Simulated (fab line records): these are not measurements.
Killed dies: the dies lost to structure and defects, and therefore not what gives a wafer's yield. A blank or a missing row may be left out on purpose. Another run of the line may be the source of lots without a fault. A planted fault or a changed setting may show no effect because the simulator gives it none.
Matching of chambers    flow nand-harc    NHARC_P_CONTACT_STRIP_28 on rie-diel-05: 4 sister chambers
The step strips in O2. 18 wafers are shown with their chamber, then 9 later ones without.

== EACH WAFER AND ITS CHAMBER ==
wafer   chamber  drypump-motor-current-A (A)  throttle-valve-pct (%)  oes-product-au (a.u.)
L077.1  1        5.3                          17.043                  1.004
L077.2  0        5.5                          17.035                  1.019
L077.3  3        6.0                          17.023                  0.988
L079.2  1        5.2                          17.029                  1.005
L079.5  1        5.2                          17.046                  1.000
L079.6  0        5.5                          17.032                  1.000
L080.3  3        5.9                          17.023                  0.990
L080.4  1        5.2                          17.052                  1.004
L080.5  3        5.9                          17.032                  0.989
L082.1  1        5.2                          17.034                  1.008
L082.4  2        5.5                          17.047                  1.004
L082.5  1        5.2                          17.049                  0.989
L087.1  0        5.5                          17.023                  0.992
L087.4  1        5.2                          17.050                  1.010
L087.6  1        5.2                          17.055                  1.010
L088.4  0        5.5                          17.033                  1.001
L088.5  3        6.0                          17.027                  0.991
L088.6  1        5.2                          17.032                  1.004

SIGNATURES, as means of the wafers listed above
reading                  chamber 0  chamber 1  chamber 2  chamber 3  scatter within a chamber
drypump-motor-current-A  5.500      5.211      5.500      5.950      0.0367
throttle-valve-pct       17.03075   17.04333   17.04700   17.02625   0.00782
oes-product-au           1.00300    1.00378    1.00400    0.98950    0.00719
Rule: distance of a wafer from a chamber = root of the sum over the readings of ((wafer's reading minus chamber's mean) / reading's scatter) squared. The wafer belongs to the nearest chamber; if the next one is less than 2 further off, it can't be placed. The scatter is the square root of a quotient: the sum, over the shown wafers, of each reading's squared deviation from its chamber's mean, divided by wafers minus chambers.

== WAFERS WHOSE CHAMBER IS MISSING ==
wafer   drypump-motor-current-A (A)  throttle-valve-pct (%)  oes-product-au (a.u.)
L090.1  5.5                          17.031                  1.002
L090.2  6.0                          17.039                  1.001
L090.6  5.5                          17.044                  1.002
L091.1  6.0                          17.033                  1.002
L091.2  5.2                          17.042                  0.998
L091.3  5.4                          17.032                  1.009
L094.2  5.5                          17.039                  1.008
L094.3  5.2                          17.046                  1.010
L094.5  5.4                          17.033                  1.000

== CHAMBER TAKEN BY EACH ==
wafer   from the rows above      in truth
L090.1  can't be placed: 0 or 2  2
L090.2  3                        3
L090.6  can't be placed: 2 or 0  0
L091.1  3                        3
L091.2  1                        1
L091.3  can't be placed: 0 or 2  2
L094.2  can't be placed: 2 or 0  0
L094.3  1                        1
L094.5  can't be placed: 0 or 2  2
4 of 9 placed correctly. These rows do not allow placing 5 (true chamber among the candidates in 5). Placed wrongly: 0.
